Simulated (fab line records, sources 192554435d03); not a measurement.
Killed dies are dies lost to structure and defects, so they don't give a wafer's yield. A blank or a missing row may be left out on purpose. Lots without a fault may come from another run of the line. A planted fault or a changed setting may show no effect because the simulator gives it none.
Which tool did it? | flow n5_finfet | 24 lots, 72 wafers sampled, at 4 steps of a route of 1938

WHAT THE GAUGES READ, wafer by wafer
N5_BEOL_M4_CD_MEAS_28: target cd 26.2 nm, target cd y 24.1 nm.
lot  | measured     | on        | cd_nm (nm)
L074 | day 7 12:19  | cd_sem-01 | 26.33 26.18 26.40
L075 | day 8 07:53  | cd_sem-02 | 26.28 26.05 26.17
L076 | day 8 19:18  | cd_sem-02 | 26.21 26.80 26.24
L077 | day 8 19:55  | cd_sem-02 | 25.65 26.07 26.04
L078 | day 9 00:48  | cd_sem-03 | 26.43 26.38 26.41
L079 | day 9 01:04  | cd_sem-01 | 26.35 26.45 26.17
L080 | day 9 07:47  | cd_sem-02 | 25.81 25.93 26.05
L081 | day 9 12:50  | cd_sem-03 | 26.47 26.19 25.94
L082 | day 10 01:09 | cd_sem-03 | 26.00 26.04 26.00
L083 | day 10 03:17 | cd_sem-02 | 26.20 26.52 26.15
L085 | day 10 06:41 | cd_sem-01 | 26.41 25.73 26.17
L084 | day 10 07:05 | cd_sem-01 | 26.31 26.47 26.33
L086 | day 11 06:40 | cd_sem-03 | 26.28 26.23 26.50
L087 | day 11 07:18 | cd_sem-03 | 26.34 26.13 26.30
L089 | day 11 12:16 | cd_sem-03 | 26.43 26.49 26.00
L088 | day 11 19:37 | cd_sem-02 | 26.13 26.14 26.34
L091 | day 11 20:52 | cd_sem-02 | 26.59 26.36 26.20
L090 | day 12 01:03 | cd_sem-02 | 25.92 25.94 26.02
L093 | day 12 10:28 | cd_sem-02 | 26.36 25.79 25.91
L092 | day 12 10:38 | cd_sem-01 | 26.28 26.53 26.10
L094 | day 13 06:11 | cd_sem-01 | 25.80 25.91 26.21
L096 | day 13 06:41 | cd_sem-02 | 25.86 25.69 26.36
L095 | day 13 15:54 | cd_sem-01 | 25.78 26.48 26.12
L097 | day 13 21:49 | cd_sem-03 | 26.50 26.14 26.45

WHICH TOOL RAN EACH LOT (tool, then ch and the chambers of the sampled wafers, then the start)
lot  | N5_BEOL_M3_ANNEAL_93         | N5_BEOL_M4_DESCUM_16               | N5_BEOL_M4_ETCH_74
L074 | pvd_sputter-02, day 7 07:00  | rie_diel-01 ch 0,1,3, day 7 11:32  | rie_diel-01 ch 0,1,3, day 7 11:34
L075 | pvd_sputter-01, day 7 19:23  | rie_diel-03 ch 0,1,2, day 8 07:08  | rie_diel-03 ch 0,1,2, day 8 07:10
L076 | pvd_sputter-01, day 8 13:02  | rie_diel-01 ch 1,2, day 8 18:33    | rie_diel-01 ch 1,2, day 8 18:35
L077 | pvd_sputter-02, day 8 13:45  | rie_diel-06 ch 0,1,3, day 8 19:05  | rie_diel-06 ch 0,1,3, day 8 19:08
L078 | pvd_sputter-01, day 8 19:32  | rie_diel-06 ch 0,1, day 8 23:59    | rie_diel-06 ch 0,1, day 9 00:01
L079 | pvd_sputter-03, day 8 20:14  | rie_diel-03 ch 0,1,2, day 9 00:11  | rie_diel-03 ch 0,1,2, day 9 00:13
L080 | pvd_sputter-02, day 9 02:00  | rie_diel-01 ch 0,1,2, day 9 06:51  | rie_diel-01 ch 0,1,2, day 9 06:53
L081 | pvd_sputter-01, day 9 08:59  | rie_diel-03 ch 0,3, day 9 11:58    | rie_diel-03 ch 0,3, day 9 11:59
L082 | pvd_sputter-03, day 9 20:12  | rie_diel-01 ch 0,2,3, day 10 00:23 | rie_diel-01 ch 0,2,3, day 10 00:26
L083 | pvd_sputter-01, day 9 23:08  | rie_diel-01 ch 0,2, day 10 02:24   | rie_diel-01 ch 0,2, day 10 02:26
L085 | pvd_sputter-01, day 10 03:34 | rie_diel-03 ch 0,3, day 10 05:56   | rie_diel-03 ch 0,3, day 10 05:58
L084 | pvd_sputter-03, day 10 03:56 | rie_diel-06 ch 2,3, day 10 06:16   | rie_diel-06 ch 2,3, day 10 06:18
L086 | pvd_sputter-02, day 10 23:54 | rie_diel-03 ch 0,1,3, day 11 05:23 | rie_diel-03 ch 0,1,3, day 11 05:25
L087 | pvd_sputter-03, day 11 00:16 | rie_diel-03 ch 0,3, day 11 06:30   | rie_diel-03 ch 0,3, day 11 06:32
L089 | pvd_sputter-03, day 11 07:56 | rie_diel-01 ch 0,2,3, day 11 11:26 | rie_diel-01 ch 0,2,3, day 11 11:29
L088 | pvd_sputter-02, day 11 15:22 | rie_diel-03 ch 0,1,3, day 11 18:44 | rie_diel-03 ch 0,1,3, day 11 18:46
L091 | pvd_sputter-01, day 11 17:54 | rie_diel-03 ch 0,1,2, day 11 20:06 | rie_diel-03 ch 0,1,2, day 11 20:08
L090 | pvd_sputter-02, day 11 21:02 | rie_diel-01 ch 2,3, day 12 00:17   | rie_diel-01 ch 2,3, day 12 00:20
L093 | pvd_sputter-03, day 12 06:46 | rie_diel-03 ch 0,3, day 12 09:28   | rie_diel-03 ch 0,3, day 12 09:29
L092 | pvd_sputter-01, day 12 06:52 | rie_diel-06 ch 0,1, day 12 09:40   | rie_diel-06 ch 0,1, day 12 09:43
L094 | pvd_sputter-02, day 12 23:33 | rie_diel-06 ch 1,3, day 13 05:14   | rie_diel-06 ch 1,3, day 13 05:17
L096 | pvd_sputter-02, day 13 03:14 | rie_diel-03 ch 1,2, day 13 05:56   | rie_diel-03 ch 1,2, day 13 05:58
L095 | pvd_sputter-03, day 13 08:49 | rie_diel-06 ch 0,3, day 13 15:00   | rie_diel-06 ch 0,3, day 13 15:02
L097 | pvd_sputter-02, day 13 18:45 | rie_diel-06 ch 0,1,2, day 13 21:04 | rie_diel-06 ch 0,1,2, day 13 21:05
- N5_BEOL_M3_ANNEAL_93: time 240 s.
- N5_BEOL_M4_DESCUM_16: chemistry O2, time 7 s.
- N5_BEOL_M4_ETCH_74: etches underlayer in N2/H2, target depth 6.5 nm, time 5.2 s.

WHAT THE TOOLS THEMSELVES READ (means of the sampled wafers that have a number; where no wafer has one, the mark that the record gives instead)
N5_BEOL_M3_ANNEAL_93.
lot  | tool           | heater_power_w (W)
L074 | pvd_sputter-02 | 864
L075 | pvd_sputter-01 | 789
L076 | pvd_sputter-01 | 850
L077 | pvd_sputter-02 | 860
L078 | pvd_sputter-01 | 841
L079 | pvd_sputter-03 | 869
L080 | pvd_sputter-02 | 745
L081 | pvd_sputter-01 | 803
L082 | pvd_sputter-03 | 835
L083 | pvd_sputter-01 | 797
L085 | pvd_sputter-01 | 834
L084 | pvd_sputter-03 | 929
L086 | pvd_sputter-02 | 760
L087 | pvd_sputter-03 | 737
L089 | pvd_sputter-03 | 811
L088 | pvd_sputter-02 | 749
L091 | pvd_sputter-01 | 790
L090 | pvd_sputter-02 | 886
L093 | pvd_sputter-03 | 779
L092 | pvd_sputter-01 | 847
L094 | pvd_sputter-02 | 773
L096 | pvd_sputter-02 | 757
L095 | pvd_sputter-03 | 821
L097 | pvd_sputter-02 | 843

N5_BEOL_M4_DESCUM_16.
lot  | tool        | drypump_motor_current_A (A) | oes_product_au (a.u.) | rf_vpp_V (V) | showerhead_plenum_p_Torr (Torr) | throttle_valve_pct (%)
L074 | rie_diel-01 | 6.2                         | 0.72                  | 242.8        | 2.11                            | 20.34
L075 | rie_diel-03 | 5.2                         | 0.81                  | 242.8        | 2.14                            | 20.43
L076 | rie_diel-01 | 5.4                         | 0.79                  | 244.3        | 2.11                            | 20.11
L077 | rie_diel-06 | 5.9                         | 0.79                  | 245.0        | 2.20                            | 20.49
L078 | rie_diel-06 | 6.3                         | 0.71                  | 245.0        | 2.17                            | 20.55
L079 | rie_diel-03 | 5.2                         | 0.81                  | 244.2        | 2.14                            | 20.44
L080 | rie_diel-01 | 5.7                         | 0.75                  | 243.6        | 2.11                            | 20.19
L081 | rie_diel-03 | 5.4                         | 0.85                  | 243.2        | 2.09                            | 20.27
L082 | rie_diel-01 | 6.0                         | 0.86                  | 244.1        | 2.18                            | 20.17
L083 | rie_diel-01 | 5.6                         | 0.80                  | 245.0        | 2.19                            | 20.15
L085 | rie_diel-03 | 5.7                         | 0.82                  | 242.7        | 2.06                            | 20.44
L084 | rie_diel-06 | 6.0                         | 0.98                  | 243.1        | 2.11                            | 20.10
L086 | rie_diel-03 | 5.5                         | 0.78                  | 243.3        | 2.10                            | 20.42
L087 | rie_diel-03 | 5.4                         | 0.83                  | 242.6        | 2.08                            | 20.28
L089 | rie_diel-01 | 6.0                         | 0.82                  | 244.4        | 2.17                            | 20.20
L088 | rie_diel-03 | 5.6                         | 0.78                  | 243.0        | 2.10                            | 20.42
L091 | rie_diel-03 | 5.2                         | 0.79                  | 242.9        | 2.13                            | 20.48
L090 | rie_diel-01 | 5.7                         | 0.83                  | 244.0        | 2.17                            | 20.13
L093 | rie_diel-03 | 5.5                         | 0.82                  | 242.2        | 2.08                            | 20.31
L092 | rie_diel-06 | 6.0                         | 0.68                  | 244.3        | 2.16                            | 20.58
L094 | rie_diel-06 | 6.2                         | 0.76                  | 244.8        | 2.19                            | 20.57
L096 | rie_diel-03 | 5.3                         | 0.71                  | 244.8        | 2.14                            | 20.64
L095 | rie_diel-06 | 5.6                         | 0.96                  | 244.0        | 2.18                            | 20.26
L097 | rie_diel-06 | 6.2                         | 0.87                  | 243.9        | 2.11                            | 20.26

N5_BEOL_M4_ETCH_74.
lot  | tool        | drypump_motor_current_A (A) | etch_rf_on_time_s (s) | oes_product_au (a.u.) | rf_vpp_V (V) | showerhead_plenum_p_Torr (Torr) | throttle_valve_pct (%)
L074 | rie_diel-01 | 6.2                         | 5.18                  | 0.61                  | 524.4        | 2.55                            | 17.71
L075 | rie_diel-03 | 5.2                         | 5.08                  | 0.70                  | 526.1        | 2.60                            | 17.90
L076 | rie_diel-01 | 5.4                         | 5.02                  | 0.68                  | 525.2        | 2.60                            | 17.69
L077 | rie_diel-06 | 5.9                         | 5.23                  | 0.67                  | 526.6        | 2.65                            | 17.76
L078 | rie_diel-06 | 6.3                         | 5.18                  | 0.60                  | 527.4        | 2.62                            | 17.82
L079 | rie_diel-03 | 5.2                         | 5.12                  | 0.69                  | 525.2        | 2.60                            | 17.90
L080 | rie_diel-01 | 5.8                         | 5.17                  | 0.64                  | 525.4        | 2.58                            | 17.65
L081 | rie_diel-03 | 5.5                         | 5.23                  | 0.73                  | 525.1        | 2.54                            | 17.62
L082 | rie_diel-01 | 6.0                         | 5.08                  | 0.74                  | 526.9        | 2.66                            | 17.67
L083 | rie_diel-01 | 5.6                         | 5.11                  | 0.69                  | 527.3        | 2.69                            | 17.74
L085 | rie_diel-03 | 5.7                         | 5.18                  | 0.70                  | 522.6        | 2.48                            | 17.67
L084 | rie_diel-06 | 6.0                         | 5.13                  | 0.84                  | 524.7        | 2.57                            | 17.64
L086 | rie_diel-03 | 5.6                         | 5.13                  | 0.67                  | 523.8        | 2.54                            | 17.75
L087 | rie_diel-03 | 5.4                         | 5.22                  | 0.70                  | 524.6        | 2.53                            | 17.64
L089 | rie_diel-01 | 6.0                         | 5.09                  | 0.71                  | 526.2        | 2.65                            | 17.67
L088 | rie_diel-03 | 5.5                         | 5.14                  | 0.66                  | 522.9        | 2.54                            | 17.76
L091 | rie_diel-03 | 5.2                         | 5.13                  | 0.66                  | 524.9        | 2.59                            | 17.95
L090 | rie_diel-01 | 5.7                         | 4.93                  | 0.73                  | 527.3        | 2.67                            | 17.74
L093 | rie_diel-03 | 5.5                         | 5.20                  | 0.69                  | 524.1        | 2.52                            | 17.66
L092 | rie_diel-06 | 6.0                         | 5.14                  | 0.58                  | 526.3        | 2.61                            | 17.92
L094 | rie_diel-06 | 6.2                         | 5.22                  | 0.65                  | 526.0        | 2.63                            | 17.78
L096 | rie_diel-03 | 5.3                         | 5.02                  | 0.62                  | 525.9        | 2.60                            | 18.09
L095 | rie_diel-06 | 5.6                         | 5.31                  | 0.80                  | 526.6        | 2.63                            | 17.56
L097 | rie_diel-06 | 6.2                         | 5.19                  | 0.73                  | 524.9        | 2.57                            | 17.68

THE ANSWER, worked out from the rows above alone
Rule: what is usual is taken from the lots themselves. Put in order of their means at a reading, lots are off if they are a third of the lots or fewer, leave a main group of 4 or more, and stand apart from it by a gap of 3 or more times the standard deviation of the main group's means; of several such gaps the widest counts. A main group whose means are all the same, to the digits that the tables above print for the reading, isn't used. A lot without any number at a reading at which 4 lots or more have one is off too. The other lots that the step has rows for count as sound. The gauges are gone through in route order, then the tools' own readings, and for those a lot's mean is taken as printed above. The first step at which some lot is off is used, and at that step the reading that is off furthest; a lot without a number counts as furthest.
No lot is off at any reading shown: from this, nothing can be told.

WHAT THE SIMULATOR HAD PUT IN
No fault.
